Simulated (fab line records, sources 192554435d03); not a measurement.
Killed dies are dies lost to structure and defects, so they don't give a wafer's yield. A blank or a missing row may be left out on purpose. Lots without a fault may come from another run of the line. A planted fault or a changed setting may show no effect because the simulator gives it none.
Chamber matching | flow n5_finfet | N5_FIN_SAQP_ETCH_65 on rie_si-05: 4 sister chambers
The step etches SiO2 in CF4, target depth 4 nm, time 4.4 s. 4 wafers are shown with their chamber, then 9 later ones without.

WAFERS WITH THEIR CHAMBER
wafer  | chamber | throttle_valve_pct (%)
L087.4 | 1       | 21.62
L087.5 | 3       | 21.79
L088.4 | 0       | 21.47
L088.5 | 2       | 21.87

WAFERS WITHOUT THEIR CHAMBER
wafer  | throttle_valve_pct (%)
L089.1 | 21.87
L089.2 | 21.62
L089.6 | 21.86
L090.3 | 21.48
L090.4 | 21.62
L090.5 | 21.86
L092.1 | 21.62
L092.2 | 21.79
L092.5 | 21.81

WHICH CHAMBER EACH WENT THROUGH
wafer  | from the rows above | in truth
L089.1 | 2                   | 2
L089.2 | 1                   | 1
L089.6 | 2                   | 2
L090.3 | 0                   | 0
L090.4 | 1                   | 1
L090.5 | 2                   | 2
L092.1 | 1                   | 1
L092.2 | 3                   | 3
L092.5 | 3                   | 3
Placed correctly: 9 of 9. Can't be placed from these rows: 0. Placed wrongly: 0.
How it was worked out, from the rows above alone: a wafer's distance from a chamber is the root of the sum, over the readings, of the square of ((its reading less the chamber's mean) divided by the reading's scatter). The wafer belongs to the nearest chamber; if the next one is less than 2 further off, it can't be placed. A chamber's mean is the mean of its shown wafers. The scatter: with one shown wafer a chamber, the root of the mean of the squares of how far each hidden wafer lies from its nearest shown one.
